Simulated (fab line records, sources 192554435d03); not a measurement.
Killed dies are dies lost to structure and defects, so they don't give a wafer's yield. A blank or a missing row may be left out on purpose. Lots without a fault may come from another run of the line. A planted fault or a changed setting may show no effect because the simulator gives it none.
Chamber matching | flow n5_finfet | N5_GATE_CUT_STRIP_59 on rie_diel-02: 4 sister chambers
The step strips in N2/H2, time 20 s. 4 wafers are shown with their chamber, then 10 later ones without.

WAFERS WITH THEIR CHAMBER
wafer  | chamber | throttle_valve_pct (%)
L085.4 | 1       | 12.0
L085.5 | 2       | 12.9
L086.1 | 3       | 11.8
L086.2 | 0       | 12.0

WAFERS WITHOUT THEIR CHAMBER
wafer  | throttle_valve_pct (%)
L086.6 | 12.0
L094.1 | 11.9
L094.2 | 12.0
L094.3 | 12.3
L094.4 | 12.1
L094.5 | 12.3
L094.6 | 11.9
L097.3 | 12.3
L097.5 | 11.9
L097.6 | 12.1

WHICH CHAMBER EACH WENT THROUGH
wafer  | from the rows above               | in truth
L086.6 | can't be placed: 0 or 1 or 3      | 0
L094.1 | can't be placed: 0 or 1 or 3      | 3
L094.2 | can't be placed: 0 or 1 or 3      | 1
L094.3 | can't be placed: 0 or 1 or 3 or 2 | 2
L094.4 | can't be placed: 0 or 1 or 3      | 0
L094.5 | can't be placed: 0 or 1 or 3 or 2 | 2
L094.6 | can't be placed: 0 or 1 or 3      | 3
L097.3 | can't be placed: 0 or 1 or 3 or 2 | 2
L097.5 | can't be placed: 0 or 1 or 3      | 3
L097.6 | can't be placed: 0 or 1 or 3      | 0
Placed correctly: 0 of 10. Can't be placed from these rows: 10 (the true chamber is among the candidates in 10). Placed wrongly: 0.
How it was worked out, from the rows above alone: a wafer's distance from a chamber is the root of the sum, over the readings, of the square of ((its reading less the chamber's mean) divided by the reading's scatter). The wafer belongs to the nearest chamber; if the next one is less than 2 further off, it can't be placed. A chamber's mean is the mean of its shown wafers. The scatter: with one shown wafer a chamber, the root of the mean of the squares of how far each hidden wafer lies from its nearest shown one.
